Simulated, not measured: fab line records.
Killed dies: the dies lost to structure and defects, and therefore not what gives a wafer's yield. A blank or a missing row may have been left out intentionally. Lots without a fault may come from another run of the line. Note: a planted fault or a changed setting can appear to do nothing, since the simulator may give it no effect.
What tool caused it? | flow n5 finfet | 9 lots, 27 wafers sampled, at 5 steps of a route of 1938

== WHAT THE GAUGES READ, wafer by wafer ==
The record lacks any reading of a measuring or inspecting step that a usual standard deviation could be used to judge.

== WHICH TOOL RAN EACH LOT (tool, then ch and the chambers of the sampled wafers, then the start) ==
lot  | N5_FIN_SAQP_STRIP_70              | N5_FIN_SAQP_SPACER2_ETCHBACK_29   | N5_FIN_SAQP_ETCH_64             | N5_FIN_CUT_COAT_29               | N5_FIN_CUT_ETCH_30
L799 | rie diel-03 ch 1,3, day 2 01:54   | rie diel-01 ch 1,2,3, day 2 02:29 | rie si-02 ch 0,1,2, day 2 03:20 | litho track-01 ch 0, day 2 03:39 | rie diel-02 ch 0,2,3, day 2 04:05
L803 | rie diel-05 ch 1,3, day 3 00:52   | rie diel-03 ch 0,2,3, day 3 01:24 | rie si-04 ch 1,3, day 3 02:11   | litho track-01 ch 0, day 3 02:29 | rie diel-06 ch 0,1,2, day 3 02:55
L805 | rie diel-01 ch 0,2,3, day 3 12:52 | rie diel-03 ch 0,1,3, day 3 13:25 | rie si-02 ch 0,2,3, day 3 13:56 | litho track-04 ch 0, day 3 14:14 | rie diel-06 ch 1,3, day 3 14:41
L806 | rie diel-03 ch 0,3, day 3 19:04   | rie diel-05 ch 1,3, day 3 19:37   | rie si-02 ch 0,2,3, day 3 20:07 | litho track-01 ch 0, day 3 20:26 | rie diel-04 ch 0,2, day 3 20:51
L812 | rie diel-03 ch 0,1,3, day 5 08:25 | rie diel-05 ch 1,2, day 5 08:57   | rie si-04 ch 1,2, day 5 09:28   | litho track-05 ch 0, day 5 09:46 | rie diel-04 ch 0,3, day 5 10:22
L813 | rie diel-05 ch 2,3, day 5 12:38   | rie diel-03 ch 0,1,3, day 5 13:10 | rie si-06 ch 0,1,2, day 5 13:41 | litho track-01 ch 0, day 5 13:59 | rie diel-06 ch 0,1, day 5 14:34
L814 | rie diel-05 ch 0,2,3, day 5 19:16 | rie diel-01 ch 1,2, day 5 19:47   | rie si-02 ch 1,2,3, day 5 20:18 | litho track-05 ch 0, day 5 20:37 | rie diel-04 ch 2,3, day 5 21:14
L815 | rie diel-03 ch 0,1,3, day 6 01:35 | rie diel-03 ch 0,1, day 6 02:07   | rie si-02 ch 0,1,3, day 6 02:38 | litho track-01 ch 0, day 6 02:56 | rie diel-04 ch 2,3, day 6 03:29
L822 | rie diel-01 ch 0,2, day 7 18:47   | rie diel-01 ch 0,1,2, day 7 19:31 | rie si-06 ch 0,3, day 7 20:02   | litho track-05 ch 0, day 7 20:21 | rie diel-06 ch 0,3, day 7 20:46
- N5_FIN_SAQP_STRIP_70: strips in N2/H2.
- N5_FIN_SAQP_SPACER2_ETCHBACK_29: etches SiO2 in CHF3/O2, target depth 12.2 nm, time 6.1 s.
- N5_FIN_SAQP_ETCH_64: etches SiO2 in CF4, target depth 1.5 nm.
- N5_FIN_CUT_COAT_29: time 60 s, resist thk 10 nm.
- N5_FIN_CUT_ETCH_30: etches underlayer in N2/H2, target depth 13 nm, time 10.4 s.

== AS READ BY THE TOOLS THEMSELVES (means over the sampled wafers that have a number; for cases with no such wafer, the mark the record gives instead) ==
N5_FIN_SAQP_STRIP_70. Usual: bias power w is 28.00 W with standard deviation 0.077, chamber pressure mTorr is 50.00 mTorr with standard deviation 0.044, drypump motor current A is 5.6 A with standard deviation 0.42, oes product au is 0.81 a.u. with standard deviation 0.098, rf vpp V is 121.9 V with standard deviation 0.99, showerhead plenum p Torr is 3.36 Torr with standard deviation 0.11, and throttle valve pct is 18.9 % with standard deviation 0.44.
lot  | tool        | bias power w (W) | chamber pressure mTorr (mTorr) | drypump motor current A (A) | oes product au (a.u.) | rf vpp V (V) | showerhead plenum p Torr (Torr) | throttle valve pct (%) | flag
L799 | rie diel-03 | 27.94            | 50.05                          | 6.0                         | 0.84                  | 123.3        | 3.48                            | 19.1                   |
L803 | rie diel-05 | 27.94            | 49.96                          | 5.5                         | 0.77                  | 122.1        | 3.36                            | 19.1                   |
L805 | rie diel-01 | 28.02            | 50.00                          | 5.4                         | 0.88                  | 122.4        | 3.32                            | 18.9                   |
L806 | rie diel-03 | 27.93            | 49.99                          | 5.5                         | 0.76                  | 120.8        | 3.31                            | 19.1                   |
L812 | rie diel-03 | 28.04            | 50.02                          | 6.0                         | 0.84                  | 121.6        | 3.34                            | 18.9                   |
L813 | rie diel-05 | 28.01            | 50.04                          | 5.8                         | 0.73                  | 121.8        | 3.40                            | 19.1                   |
L814 | rie diel-05 | 27.94            | 49.99                          | 5.8                         | 0.77                  | 122.2        | 3.46                            | 18.8                   |
L815 | rie diel-03 | 28.03            | 50.00                          | 6.0                         | 0.83                  | 121.6        | 3.34                            | 18.9                   |
L822 | rie diel-01 | 28.03            | 49.95                          | 5.3                         | 0.80                  | 121.7        | 3.29                            | 18.9                   |

N5_FIN_SAQP_SPACER2_ETCHBACK_29. Usual: O2_flow_sccm 5.001 sccm, standard deviation 0.016; chamber pressure mTorr 30.00 mTorr, standard deviation 0.03; drypump motor current A 5.7 A, standard deviation 0.42; oes product au 0.80 a.u., standard deviation 0.097; rf vpp V 528 V, standard deviation 7.9; showerhead plenum p Torr 2.42 Torr, standard deviation 0.077; throttle valve pct 18.87 %, standard deviation 0.29.
lot  | tool        | O2_flow_sccm (sccm) | chamber pressure mTorr (mTorr) | drypump motor current A (A) | oes product au (a.u.) | rf vpp V (V) | showerhead plenum p Torr (Torr) | throttle valve pct (%) | flag
L799 | rie diel-01 | 5.001               | 30.01                          | 5.5                         | 0.71                  | 529          | 2.41                            | 19.09                  |
L803 | rie diel-03 | 4.995               | 30.01                          | 5.7                         | 0.77                  | 532          | 2.41                            | 18.87                  |
L805 | rie diel-03 | 4.989               | 30.02                          | 5.9                         | 0.77                  | 531          | 2.40                            | 18.89                  |
L806 | rie diel-05 | 5.012               | 29.99                          | 5.6                         | 0.77                  | 517          | 2.43                            | 19.12                  |
L812 | rie diel-05 | 4.984               | 29.99                          | 6.0                         | 0.72                  | 525          | 2.46                            | 19.14                  |
L813 | rie diel-03 | 5.006               | 30.01                          | 6.0                         | 0.85                  | 531          | 2.39                            | 18.77                  |
L814 | rie diel-01 | 5.004               | 29.99                          | 5.7                         | 0.80                  | 524          | 2.40                            | 18.97                  |
L815 | rie diel-03 | 4.998               | 30.01                          | 5.9                         | 0.78                  | 526          | 2.31                            | 18.74                  |
L822 | rie diel-01 | 5.009               | 30.00                          | 5.5                         | 0.82                  | 525          | 2.39                            | 18.77                  |

N5_FIN_SAQP_ETCH_64. Usual: chamber pressure mTorr 10.000 mTorr, standard deviation 0.0087; drypump motor current A 5.7 A, standard deviation 0.5; oes product au 1.012 a.u., standard deviation 0.019; throttle valve pct 21.66 %, standard deviation 0.29.
lot  | tool      | chamber pressure mTorr (mTorr) | drypump motor current A (A) | oes product au (a.u.) | throttle valve pct (%) | flag
L799 | rie si-02 | 10.004                         | 6.0                         | 1.018                 | 21.73                  |
L803 | rie si-04 | 10.000                         | 6.2                         | 0.983                 | 21.67                  |
L805 | rie si-02 | 10.000                         | 5.9                         | 1.015                 | 21.57                  |
L806 | rie si-02 | 9.997                          | 5.9                         | 1.015                 | 21.57                  |
L812 | rie si-04 | 10.004                         | 5.7                         | 1.008                 | 21.67                  |
L813 | rie si-06 | 10.000                         | 5.5                         | 1.019                 | 21.77                  |
L814 | rie si-02 | 9.999                          | 5.7                         | 1.025                 | 21.74                  |
L815 | rie si-02 | 9.993                          | 5.9                         | 1.023                 | 21.72                  |
L822 | rie si-06 | 9.998                          | 5.1                         | 1.006                 | 21.94                  |

N5_FIN_CUT_COAT_29. Usual: 1499.8 rpm for spin speed rpm, sd 0.98.
lot  | tool           | spin speed rpm (rpm) | flag
L799 | litho track-01 | 1499.4               |
L803 | litho track-01 | 1500.0               |
L805 | litho track-04 | 1500.0               |
L806 | litho track-01 | 1499.9               |
L812 | litho track-05 | 1500.9               |
L813 | litho track-01 | 1688.7               | OFF
L814 | litho track-05 | 1499.6               |
L815 | litho track-01 | 1688.7               | OFF
L822 | litho track-05 | 1501.4               |

N5_FIN_CUT_ETCH_30. Usual: chamber pressure mTorr is 30.000 mTorr with standard deviation 0.029, drypump motor current A is 5.7 A with standard deviation 0.38, etch rf on time s is 10.40 s with standard deviation 0.26, oes product au is 0.71 a.u. with standard deviation 0.075, rf vpp V is 524.7 V with standard deviation 2.9, showerhead plenum p Torr is 2.57 Torr with standard deviation 0.1, and throttle valve pct is 17.74 % with standard deviation 0.26.
lot  | tool        | chamber pressure mTorr (mTorr) | drypump motor current A (A) | etch rf on time s (s) | oes product au (a.u.) | rf vpp V (V) | showerhead plenum p Torr (Torr) | throttle valve pct (%) | flag
L799 | rie diel-02 | 30.035                         | 5.8                         | 10.23                 | 0.73                  | 524.4        | 2.62                            | 17.75                  |
L803 | rie diel-06 | 30.011                         | 6.0                         | 10.44                 | 0.73                  | 523.7        | 2.54                            | 17.60                  |
L805 | rie diel-06 | 30.014                         | 5.8                         | 10.44                 | 0.71                  | 525.6        | 2.61                            | 17.63                  |
L806 | rie diel-04 | 29.991                         | 5.4                         | 10.42                 | 0.69                  | 522.9        | 2.48                            | 17.86                  |
L812 | rie diel-04 | 30.008                         | 5.9                         | 10.27                 | 0.76                  | 524.4        | 2.56                            | 17.83                  |
L813 | rie diel-06 | 29.991                         | 5.8                         | 9.99                  | 0.67                  | 520.7        | 2.45                            | 17.76                  |
L814 | rie diel-04 | 30.024                         | 5.8                         | 9.99                  | 0.79                  | 524.6        | 2.54                            | 17.84                  |
L815 | rie diel-04 | 29.998                         | 5.6                         | 9.39                  | 0.76                  | 523.0        | 2.50                            | 17.88                  | OFF
L822 | rie diel-06 | 29.974                         | 5.6                         | 10.56                 | 0.63                  | 522.0        | 2.50                            | 17.85                  |

== THE ANSWER, worked out from the rows above alone ==
Rule: lot off if the mean of its wafers having a number is beyond 3 standard deviations from the usual mean. A lot without any number at a reading at which 4 lots or more have one is off too. All remaining lots with rows at the step are treated as sound. The gauges are gone through in route order, then the tools' own readings, and for those a lot's mean is taken as printed above. At the first step where some lot is off, the reading lying furthest off is the one used; lots without a number count as furthest.
Off, at N5_FIN_CUT_COAT_29 on spin speed rpm: L813, L815.
If a tool, at that step or one of the process steps before it, ran each lot that is off and ran no sound lot following the first of them, it fits. Undecided on this evidence; 2 tools fit (rie diel-03 at N5_FIN_SAQP_SPACER2_ETCHBACK_29, litho track-01 at N5_FIN_CUT_COAT_29).

== WHAT HAD BEEN PUT IN BY THE SIMULATOR ==
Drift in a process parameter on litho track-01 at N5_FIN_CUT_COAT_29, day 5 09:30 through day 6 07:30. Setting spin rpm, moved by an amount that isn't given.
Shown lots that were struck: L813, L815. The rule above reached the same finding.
